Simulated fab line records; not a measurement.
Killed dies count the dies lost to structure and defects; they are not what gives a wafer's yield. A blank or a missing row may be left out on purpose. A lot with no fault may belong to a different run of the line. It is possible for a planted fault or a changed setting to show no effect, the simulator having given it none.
Which tool did it? :: flow nand harc :: 72 wafers from 24 lots sampled at 2 of the route's 1159 steps

## WHAT THE GAUGES READ, wafer by wafer
NHARC_A_M0_OVL_MEAS_10: pitch 160 nm.
lot: L075
measured: day 17 17:58
on: overlay-02
overlay x nm (nm): -0.5 -0.1 -0.3
overlay y nm (nm): 0.3 -0.3 0.1

lot: L074
measured: day 17 18:49
on: overlay-02
overlay x nm (nm): 0.8 0.5 0.9
overlay y nm (nm): -0.1 -0.2 -0.3

lot: L076
measured: day 17 21:43
on: overlay-01
overlay x nm (nm): -0.3 0.3 -0.1
overlay y nm (nm): -0.3 -0.3 -0.6

lot: L077
measured: day 17 21:48
on: overlay-02
overlay x nm (nm): -0.8 -0.1 0.1
overlay y nm (nm): -0.6 -0.2 0.1

lot: L078
measured: day 18 23:47
on: overlay-01
overlay x nm (nm): 0.0 0.2 0.0
overlay y nm (nm): 1.1 1.2 1.3

lot: L079
measured: day 19 00:13
on: overlay-02
overlay x nm (nm): 0.2 0.1 0.0
overlay y nm (nm): -0.1 -0.1 0.2

lot: L080
measured: day 19 00:54
on: overlay-02
overlay x nm (nm): 0.0 -0.7 -0.4
overlay y nm (nm): 0.2 -0.3 0.0

lot: L082
measured: day 19 11:32
on: overlay-02
overlay x nm (nm): 0.2 0.7 1.4
overlay y nm (nm): 0.0 -0.1 0.3

lot: L083
measured: day 19 17:01
on: overlay-02
overlay x nm (nm): 0.9 0.8 0.9
overlay y nm (nm): -1.5 -1.2 -1.5

lot: L081
measured: day 19 17:18
on: overlay-01
overlay x nm (nm): 0.2 -0.7 -0.4
overlay y nm (nm): 0.6 1.2 0.5

lot: L086
measured: day 20 02:38
on: overlay-02
overlay x nm (nm): -0.1 -0.1 0.1
overlay y nm (nm): 0.0 -0.6 -0.4

lot: L084
measured: day 20 10:59
on: overlay-02
overlay x nm (nm): 2.4 1.5 1.3
overlay y nm (nm): -0.5 -0.1 -0.5

lot: L085
measured: day 20 17:04
on: overlay-01
overlay x nm (nm): -0.9 -0.9 -0.3
overlay y nm (nm): -0.4 -0.2 0.8

lot: L087
measured: day 20 18:34
on: overlay-01
overlay x nm (nm): -0.5 -0.1 0.1
overlay y nm (nm): 0.3 0.5 0.1

lot: L089
measured: day 21 03:26
on: overlay-02
overlay x nm (nm): -0.7 -0.3 -0.5
overlay y nm (nm): 1.2 1.1 0.8

lot: L088
measured: day 21 10:39
on: overlay-01
overlay x nm (nm): -1.2 -0.9 -0.9
overlay y nm (nm): 0.9 1.0 0.7

lot: L090
measured: day 22 02:31
on: overlay-01
overlay x nm (nm): 0.3 0.8 0.1
overlay y nm (nm): -0.2 -0.1 0.0

lot: L093
measured: day 22 02:40
on: overlay-02
overlay x nm (nm): -0.2 -0.2 -0.3
overlay y nm (nm): -1.5 -0.5 -0.9

lot: L091
measured: day 22 06:46
on: overlay-02
overlay x nm (nm): -0.4 -0.4 -0.6
overlay y nm (nm): -0.2 -0.5 -0.5

lot: L094
measured: day 22 17:49
on: overlay-01
overlay x nm (nm): 0.1 0.1 0.0
overlay y nm (nm): -0.8 -0.6 -0.3

lot: L092
measured: day 22 18:16
on: overlay-01
overlay x nm (nm): 0.3 0.5 0.3
overlay y nm (nm): -0.2 -0.8 -0.9

lot: L095
measured: day 22 21:03
on: overlay-02
overlay x nm (nm): 0.0 0.3 0.1
overlay y nm (nm): 0.3 0.6 0.5

lot: L096
measured: day 23 09:19
on: overlay-01
overlay x nm (nm): -0.3 -0.8 -0.1
overlay y nm (nm): -1.3 -1.2 -0.8

lot: L097
measured: day 23 13:42
on: overlay-02
overlay x nm (nm): 0.5 0.7 0.8
overlay y nm (nm): -0.7 -1.0 -0.4

## EACH LOT AND THE TOOL THAT RAN IT (in order: tool; ch and the chambers of the sampled wafers; start)
lot: L075
NHARC_A_BLC_ALD_23: ald metal-04 ch 0,1, day 17 12:48

lot: L074
NHARC_A_BLC_ALD_23: ald metal-01 ch 0,1, day 17 13:44

lot: L076
NHARC_A_BLC_ALD_23: ald metal-03 ch 0,2, day 17 18:23

lot: L077
NHARC_A_BLC_ALD_23: ald metal-01 ch 0,1,3, day 17 19:04

lot: L078
NHARC_A_BLC_ALD_23: ald metal-01 ch 0,1,2, day 18 20:37

lot: L079
NHARC_A_BLC_ALD_23: ald metal-03 ch 2,3, day 18 21:26

lot: L080
NHARC_A_BLC_ALD_23: ald metal-04 ch 0,1,2, day 18 22:22

lot: L082
NHARC_A_BLC_ALD_23: ald metal-04 ch 0,2, day 19 07:11

lot: L083
NHARC_A_BLC_ALD_23: ald metal-04 ch 1,2, day 19 09:28

lot: L081
NHARC_A_BLC_ALD_23: ald metal-01 ch 0,2, day 19 13:53

lot: L086
NHARC_A_BLC_ALD_23: ald metal-03 ch 0,2,3, day 20 00:33

lot: L084
NHARC_A_BLC_ALD_23: ald metal-03 ch 0,3, day 20 04:58

lot: L085
NHARC_A_BLC_ALD_23: ald metal-01 ch 1,2,3, day 20 13:13

lot: L087
NHARC_A_BLC_ALD_23: ald metal-04 ch 1,2,3, day 20 14:58

lot: L089
NHARC_A_BLC_ALD_23: ald metal-01 ch 2,3, day 20 20:04

lot: L088
NHARC_A_BLC_ALD_23: ald metal-04 ch 0,1,2, day 20 21:36

lot: L090
NHARC_A_BLC_ALD_23: ald metal-04 ch 0,1,3, day 21 22:32

lot: L093
NHARC_A_BLC_ALD_23: ald metal-01 ch 0,1,3, day 21 23:14

lot: L091
NHARC_A_BLC_ALD_23: ald metal-01 ch 0,1,3, day 22 03:43

lot: L094
NHARC_A_BLC_ALD_23: ald metal-03 ch 1,2, day 22 15:40

lot: L092
NHARC_A_BLC_ALD_23: ald metal-04 ch 1,3, day 22 16:08

lot: L095
NHARC_A_BLC_ALD_23: ald metal-01 ch 0,1, day 22 18:18

lot: L096
NHARC_A_BLC_ALD_23: ald metal-04 ch 0,1,2, day 22 23:17

lot: L097
NHARC_A_BLC_ALD_23: ald metal-04 ch 0,1,3, day 23 11:34
- NHARC_A_BLC_ALD_23: deposits TiN, target thk 3 nm, pulse time 1 s, ald cycles 150.

## WHAT THE TOOLS THEMSELVES READ (means of the sampled wafers that have a number; where no wafer has one, the mark that the record gives instead)
NHARC_A_BLC_ALD_23.
lot: L075
tool: ald metal-04
heater power w (W): 1276
precursor pulse height rel: 0.993

lot: L074
tool: ald metal-01
heater power w (W): 1106
precursor pulse height rel: 1.007

lot: L076
tool: ald metal-03
heater power w (W): 1087
precursor pulse height rel: 0.994

lot: L077
tool: ald metal-01
heater power w (W): 1064
precursor pulse height rel: 0.977

lot: L078
tool: ald metal-01
heater power w (W): 1187
precursor pulse height rel: 0.991

lot: L079
tool: ald metal-03
heater power w (W): 1067
precursor pulse height rel: 0.992

lot: L080
tool: ald metal-04
heater power w (W): 1121
precursor pulse height rel: 0.999

lot: L082
tool: ald metal-04
heater power w (W): 1305
precursor pulse height rel: 0.982

lot: L083
tool: ald metal-04
heater power w (W): 995
precursor pulse height rel: 1.001

lot: L081
tool: ald metal-01
heater power w (W): 1175
precursor pulse height rel: 0.990

lot: L086
tool: ald metal-03
heater power w (W): 1065
precursor pulse height rel: 1.000

lot: L084
tool: ald metal-03
heater power w (W): 1083
precursor pulse height rel: 0.998

lot: L085
tool: ald metal-01
heater power w (W): 1109
precursor pulse height rel: 1.006

lot: L087
tool: ald metal-04
heater power w (W): 1050
precursor pulse height rel: 0.988

lot: L089
tool: ald metal-01
heater power w (W): 1168
precursor pulse height rel: 0.967

lot: L088
tool: ald metal-04
heater power w (W): 1136
precursor pulse height rel: 1.016

lot: L090
tool: ald metal-04
heater power w (W): 1165
precursor pulse height rel: 1.005

lot: L093
tool: ald metal-01
heater power w (W): 1059
precursor pulse height rel: 0.990

lot: L091
tool: ald metal-01
heater power w (W): 1058
precursor pulse height rel: 0.994

lot: L094
tool: ald metal-03
heater power w (W): 1116
precursor pulse height rel: 1.006

lot: L092
tool: ald metal-04
heater power w (W): 1134
precursor pulse height rel: 1.007

lot: L095
tool: ald metal-01
heater power w (W): 1079
precursor pulse height rel: 0.995

lot: L096
tool: ald metal-04
heater power w (W): 1128
precursor pulse height rel: 0.997

lot: L097
tool: ald metal-04
heater power w (W): 1217
precursor pulse height rel: 0.999

## THE ANSWER, worked out from the rows above alone
Rule: what is usual is taken from the lots themselves. The widest of any qualifying gaps counts: lots, ordered by their means at a reading, are off when they make up no more than a third of the lots, leave a main group of 4 or more, and stand apart from it by 3 or more times the standard deviation of that group's means. A main group whose means are all the same, to the digits that the tables above print for the reading, isn't used. Also off: a lot with no number at a reading for which 4 or more lots have one. Where the step has rows for the other lots, those lots are counted as sound. After the gauges, taken in route order, come the tools' own readings; for these a lot's mean is taken, as printed above. At the first step where some lot is off, the reading lying furthest off is the one used; lots without a number count as furthest.
No lot is off at any reading shown: from this, nothing can be told.

## WHAT THE SIMULATOR PUT IN
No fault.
